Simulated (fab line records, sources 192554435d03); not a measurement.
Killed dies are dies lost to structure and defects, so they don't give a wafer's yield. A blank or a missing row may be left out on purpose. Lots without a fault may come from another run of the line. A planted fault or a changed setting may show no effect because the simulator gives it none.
Split-lot experiment | flow n5_finfet | 7 lots, 39 wafers read, on a route of 1938 steps

THE SPLIT
At N5_SDB_CUT_ETCH_26 (etches Si in HBr/Cl2/O2, target depth 129.6 nm, bt time 20 s, time 51.8 s), the setting target_depth_a was moved away from the recipe's 1296 angstrom on 12 of the 39 wafers read, by -17.8% to +45.0%. The other wafers ran this setting at the recipe's value.

The reading is taken at the split's own step.

THE READING
SiNx_of_SDB_HM_DEP_00.thk_nm (the simulator's own value, which no gauge read), in nm, at N5_SDB_CUT_ETCH_26 (etches Si in HBr/Cl2/O2, target depth 129.6 nm, bt time 20 s, time 51.8 s). The file gives no usual value for it. The 27 wafers here that ran the recipe average 21.9 nm, standard deviation 0.68 nm.

wafer  | tool, chamber at the split | target_depth_a as run, angstrom | against the recipe | SiNx_of_SDB_HM_DEP_00.thk_nm, nm | against lot-mates on the recipe
L081.1 | rie_si-06, 2               | 1296                            | recipe             | 21.8                             | -
L081.2 | rie_si-06, 3               | 1296                            | recipe             | 22.8                             | -
L081.3 | rie_si-06, 0               | 1296                            | recipe             | 22.4                             | -
L081.4 | rie_si-06, 1               | 1296                            | recipe             | 22                               | -
L081.5 | rie_si-06, 1               | 1296                            | recipe             | 22.6                             | -
L081.6 | rie_si-06, 2               | 1296                            | recipe             | 22.4                             | -
L083.2 | rie_si-06, 1               | 1296                            | recipe             | 22                               | -
L083.5 | rie_si-06, 0               | 1296                            | recipe             | 22                               | -
L083.6 | rie_si-06, 1               | 1296                            | recipe             | 22.8                             | -
L085.1 | rie_si-01, 1               | 1296                            | recipe             | 21.4                             | -
L085.2 | rie_si-01, 3               | 1296                            | recipe             | 21                               | -
L085.3 | rie_si-01, 2               | 1296                            | recipe             | 22.4                             | -
L085.4 | rie_si-01, 0               | 1296                            | recipe             | 21.8                             | -
L085.5 | rie_si-01, 0               | 1296                            | recipe             | 21.6                             | -
L085.6 | rie_si-01, 3               | 1296                            | recipe             | 21.6                             | -
L092.1 | rie_si-03, 3               | 1808                            | +39.5%             | 15.8                             | -7.0
L092.2 | rie_si-03, 1               | 1808                            | +39.5%             | 16.2                             | -6.6
L092.3 | rie_si-03, 0               | 1296                            | recipe             | 22.8                             | -
L092.4 | rie_si-03, 2               | 1808                            | +39.5%             | 16.4                             | -6.4
L092.5 | rie_si-03, 1               | 1296                            | recipe             | 23.2                             | -
L092.6 | rie_si-03, 0               | 1296                            | recipe             | 22.4                             | -
L091.1 | rie_si-01, 2               | 1296                            | recipe             | 20.8                             | -
L091.2 | rie_si-01, 3               | 1296                            | recipe             | 21.2                             | -
L091.3 | rie_si-01, 0               | 1296                            | recipe             | 20.6                             | -
L091.4 | rie_si-01, 1               | 1620                            | +25.0%             | 18.6                             | -2.3
L091.5 | rie_si-01, 0               | 1620                            | +25.0%             | 18                               | -2.9
L091.6 | rie_si-01, 3               | 1620                            | +25.0%             | 17.6                             | -3.3
L093.1 | rie_si-06, 2               | 1296                            | recipe             | 21.2                             | -
L093.2 | rie_si-06, 0               | 1065                            | -17.8%             | 24.4                             | +2.7
L093.3 | rie_si-06, 3               | 1065                            | -17.8%             | 24.2                             | +2.5
L093.4 | rie_si-06, 1               | 1296                            | recipe             | 21.8                             | -
L093.5 | rie_si-06, 1               | 1065                            | -17.8%             | 24.2                             | +2.5
L093.6 | rie_si-06, 0               | 1296                            | recipe             | 22                               | -
L096.1 | rie_si-01, 1               | 1879                            | +45.0%             | 14                               | -7.5
L096.2 | rie_si-01, 0               | 1296                            | recipe             | 20.8                             | -
L096.3 | rie_si-01, 2               | 1296                            | recipe             | 21.4                             | -
L096.4 | rie_si-01, 1               | 1296                            | recipe             | 22.4                             | -
L096.5 | rie_si-01, 0               | 1879                            | +45.0%             | 14.6                             | -6.9
L096.6 | rie_si-01, 2               | 1879                            | +45.0%             | 15                               | -6.5

THE FIT
A straight line over all 39 wafers: SiNx_of_SDB_HM_DEP_00.thk_nm changes by -0.153 nm for each +1% of target_depth_a; r = -0.97; the points scatter about the line by 0.64 nm.
The same after taking each lot's own level away (the mean of its wafers on the recipe; 39 wafers): -0.154 nm for each +1%; r = -0.98; scatter 0.52 nm.
On that fit, the largest move of target_depth_a shifts the reading by 6.9 nm.
The lots' own levels span 20.87 to 22.80 nm, that is 2.8 times the standard deviation above.
So the lot-to-lot level changes the slope little: the two slopes agree.
Check: with one of the wafers moved furthest among these (+45.0%) left out of the fit, the line predicts -6.79 nm for it against its lot-mates. It came out at -7.53 nm against them.

OTHER SPLITS ON THESE WAFERS
These wafers also went through other splits before the reading. Each is held against what the fit with the lots' levels taken away leaves over:
other split on the same wafers                    | wafers away from the commonest value | r with SiNx_of_SDB_HM_DEP_00.thk_nm (lot level and that fit taken away)
N5_PMOS_HMC_CHANNEL_EPI_DEVELOP_08 develop_time_s | 9                                    | +0.03
N5_DUMMY_GATE_ETCH_44 target_depth_a              | 6                                    | -0.35

THE WHOLE CHAIN: every reading that the file lists as answering this split, in the file's order
step               | what it does                                                              | reading                                                                       | change (the file's fit)               | r (the file's)
N5_SDB_CUT_ETCH_26 | etches Si in HBr/Cl2/O2, target depth 129.6 nm, bt time 20 s, time 51.8 s | SDB.feature_depth_nm (the simulator's own value, which no gauge read)         | +1.3 nm for each +1% of the setting   | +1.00
N5_SDB_CUT_ETCH_26 | etches Si in HBr/Cl2/O2, target depth 129.6 nm, bt time 20 s, time 51.8 s | etch.depth_nm (the simulator's own value, which no gauge read)                | +1.3 nm for each +1% of the setting   | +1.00
N5_SDB_CUT_ETCH_26 | etches Si in HBr/Cl2/O2, target depth 129.6 nm, bt time 20 s, time 51.8 s | SiNx_of_SDB_HM_DEP_00.thk_nm (the simulator's own value, which no gauge read) | -0.153 nm for each +1% of the setting | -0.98

THE FILE'S OWN FIT
SiNx_of_SDB_HM_DEP_00.thk_nm changes by -0.153 nm for each +1% of target_depth_a, r = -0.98.
